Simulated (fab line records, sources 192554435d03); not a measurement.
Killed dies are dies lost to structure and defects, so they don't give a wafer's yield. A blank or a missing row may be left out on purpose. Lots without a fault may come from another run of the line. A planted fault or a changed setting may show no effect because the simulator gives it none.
A struck lot beside a sound one | flow n5_finfet | 15 steps out of a route of 1938
Sound: wafers L618.1, L618.2, L618.6. Struck: wafers L624.1, L624.4. (L624.2 of the same lot was not struck and is left out.) The cause comes at the end.
At each step with rows: each side's tool, then ch and its chambers, then its first start. Under that, the readings that differ: sound wafers | struck wafers | difference of the means | sigmas: that difference in standard deviations of wafers without a fault.
alike: readings whose means differ by less than 2 such deviations, and words and numbers that are the same on both sides. not compared: withheld readings, readings that some wafer has no value for, bounds like >300 that may hide the same value, and numbers for which the record gives no deviation and whose values overlap.
The two part at a step that has a row with sigmas, a row that says differs or no value, or rows on one side only. Numbers that don't overlap but have no deviation are shown without sigmas and don't part them. A reading that every wafer of one side lacks parts them only if that side has two wafers or more.

N5_BEOL_M11_STRIP_77: strips in N2/H2, time 10 s.
  sound on rie_diel-03 ch 0,1,3; struck on rie_diel-03 ch 2,3
  alike: bias_power_w, drypump_motor_current_A, oes_product_au, rf_vpp_V, showerhead_plenum_p_Torr, throttle_valve_pct
  not compared: rf_hours_counter_h
N5_BEOL_M11_OCD_MEAS_38:
  sound on ocd-01, day 11 18:41; struck on ocd-01, day 14 10:54
  alike: trench_depth_nm
then, 4 steps without rows for these wafers: N5_BEOL_M11_HM_STRIP_39 (strips TiN in peroxide tin strip, target depth 25 nm, time 158 s); N5_BEOL_M11_SRD_40 (time 30 s); N5_BEOL_M11_PRECLEAN_42 (cleans in residue remover, time 60 s); N5_BEOL_M11_SRD_43 (time 30 s).
N5_BEOL_M11_CD_MEAS_35: target cd 70 nm.
  sound on cd_sem-01, day 11 18:50; struck on cd_sem-01, day 14 11:03
  reading    | sound          | struck    | difference | sigmas
  cd_nm (nm) | 70.2 70.7 70.3 | 68.5 69.3 | -1.5       | -2
N5_BEOL_M11_CURE_72: cures SiCOH lowk, time 120 s.
  sound on uv_cure-03 ch 0, day 11 18:53; struck on uv_cure-02 ch 0, day 14 11:05
  alike: lamp_power_pct, wafer_temp_C_max
then, 1 step without rows for these wafers: N5_BEOL_M11_DEGAS_44 (time 60 s).
N5_BEOL_M11_PRE_CLEAN_45: time 30 s.
  sound on pvd_sputter-03, day 11 19:16; struck on pvd_sputter-03, day 14 12:49
  alike: heater_power_w
N5_BEOL_M11_ALD_74: deposits TaN, target thk 2 nm, pulse time 2 s, purge time 3 s.
  sound on ald_metal-01 ch 0,2,3, day 11 19:21; struck on ald_metal-04 ch 0,2, day 14 12:52
  alike: heater_power_w
then, 1 step without rows for these wafers: N5_BEOL_M11_SURFACE_TREAT_76.
N5_BEOL_M11_CVD_75: deposits Co from CCTBA/H2, target thk 2 nm, time 138.9 s.
  sound on cvd_co-01 ch 0,1, day 11 20:06; struck on cvd_co-01 ch 0,2, day 14 13:13
  reading          | sound             | struck      | difference | sigmas
  run_length_s (s) | 162.5 161.3 161.4 | 103.1 103.7 | -58.3      | -99 or more
N5_BEOL_M11_SPUTTER_48: material Cu, target thk 12 nm, time 2 s.
  sound on pvd_sputter-03, day 11 21:37; struck on pvd_sputter-03, day 14 13:22
  alike: chamber_pressure_pa, throttle_valve_pct
N5_PASSIVATION_PROBE_49:
  sound on prober-02, day 14 08:26; struck on prober-02, day 16 12:20
  alike: defect_limited_yield, killed_at_M0_to_M3, killed_at_M4_up, killed_at_contacts, killed_at_front_end, killed_at_other, killed_dies, killed_open, killed_short, sort_bin_5_function, sort_bin_6_memory, sort_n_pass, sort_yield_pct

WHERE THEY PART
First at N5_BEOL_M11_CD_MEAS_35; last, within this record, at N5_BEOL_M11_CVD_75. Later steps at which nothing parts them and some readings are alike: N5_BEOL_M11_SPUTTER_48, N5_PASSIVATION_PROBE_49.

WHY: what the simulator had put in
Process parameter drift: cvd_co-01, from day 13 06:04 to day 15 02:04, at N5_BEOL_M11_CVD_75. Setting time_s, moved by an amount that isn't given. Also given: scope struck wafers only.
